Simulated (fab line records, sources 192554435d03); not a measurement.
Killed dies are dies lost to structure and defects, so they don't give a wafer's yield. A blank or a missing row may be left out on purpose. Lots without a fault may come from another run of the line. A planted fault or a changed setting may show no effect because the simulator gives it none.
One fault seen from 2 desks | flow n5_finfet | each desk has only its own numbers; what lay behind them comes last

THE METROLOGY DESK
What the gauges read, lot by lot, whatever tool the lot ran on: means of the sampled wafers that have a number. A lot is out of limits, marked OUT, if its mean lies more than 4 standard deviations from the usual mean; the brackets give that distance. Of its 13 readings 7 are shown: the one that was out of limits first, and those that lie furthest out on some lot.
Columns: A = DIBL_N at N5_BEOL_M4_RC_MEAS_101, usual 36.0 mV/V; B = DIBL_P at N5_BEOL_M4_RC_MEAS_101, usual 35.6 mV/V; C = IOFF_P_LONG at N5_BEOL_M4_RC_MEAS_101, usual 0.000101 nA/um; D = ION_P at N5_BEOL_M4_RC_MEAS_101, usual 455 uA/um; E = SS_P at N5_BEOL_M4_RC_MEAS_101, usual 73.4 mV/dec; F = VT_P at N5_BEOL_M4_RC_MEAS_101, usual -253 mV; G = VT_P_LONG at N5_BEOL_M4_RC_MEAS_101, usual -277.3 mV
lot  | first seen here | A    | B    | C        | D              | E    | F    | G
L202 | day 1 22:02     | 36.5 | 35.4 | 0.000108 | 459            | 73.5 | -250 | -274.6
L203 | day 2 04:16     | 35.4 | 34.9 | 0.000091 | 447            | 73.0 | -258 | -279.6
L204 | day 2 10:55     | 35.8 | 35.1 | 0.000101 | 446            | 72.9 | -253 | -275.0
L207 | day 3 04:25     | 35.6 | 35.5 | 0.000097 | 449            | 73.1 | -252 | -276.9
L210 | day 3 21:14     | 33.7 | 32.9 | 0.000106 | 454            | 72.7 | -253 | -275.7
L216 | day 5 09:33     | 36.9 | 37.6 | 0.000084 | 430            | 73.7 | -258 | -287.8 (-4.2) OUT
L217 | day 5 16:04     | 36.3 | 39.5 | 0.000079 | 419 (-5.0) OUT | 74.6 | -263 | -289.1 (-4.7) OUT
L220 | day 6 10:53     | 38.9 | 38.4 | 0.000098 | 462            | 74.2 | -252 | -277.8
L224 | day 7 10:30     | 34.1 | 35.4 | 0.000087 | 445            | 73.6 | -261 | -284.2
This desk's finding: out of limits on L216, L217; first on L216, day 13 09:55 (VT_P_LONG at N5_BEOL_M4_RC_MEAS_101). In limits: L202, L203, L204, L207, L210, L220, L224.

THE TOOL OWNER'S DESK: epi_rpcvd-04
The tool's own readings at N5_PMOS_HMC_CHANNEL_EPI_EPI_20 (deposits SiGe30, target thk 59 nm): means of the sampled wafers that have a number, for each lot that ran on this tool. A lot is out of limits, marked OUT, if its mean lies more than 4 standard deviations from the usual mean; the brackets give that distance.
Columns: A = chamber_pressure_Torr at N5_PMOS_HMC_CHANNEL_EPI_EPI_20, usual 20.00 Torr; B = lamp_inner_pct at N5_PMOS_HMC_CHANNEL_EPI_EPI_20, usual 11.9 %
lot  | first seen here | A                       | B
L204 | day 2 07:49     | 20.06                   | 12.9
L210 | day 3 18:04     | 20.00                   | 13.0
L216 | day 5 06:00     | 13.87 (-99 or more) OUT | 12.9
L217 | day 5 12:07     | 13.95 (-99 or more) OUT | 12.9
This desk's finding: out of limits on L216, L217; first on L216, day 5 06:00 (chamber_pressure_Torr at N5_PMOS_HMC_CHANNEL_EPI_EPI_20). In limits: L204, L210.

PUT TOGETHER
The tool owner's desk could have raised an alarm at day 5 06:00, on L216, L217.
The metrology desk could have raised an alarm at day 13 09:55, on L216, L217.
Of the lots named, all ran N5_PMOS_HMC_CHANNEL_EPI_EPI_20 on epi_rpcvd-04.

WHAT THE SIMULATOR HAD PUT IN
Process parameter drift: epi_rpcvd-04, from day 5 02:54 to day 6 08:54, at N5_PMOS_HMC_CHANNEL_EPI_EPI_20. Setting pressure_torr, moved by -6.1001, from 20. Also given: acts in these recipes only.
Lots struck among those shown: L216, L217.
Hours from the fault's start to each desk's first reading out of limits: the tool owner's desk, 3; the metrology desk, 199.
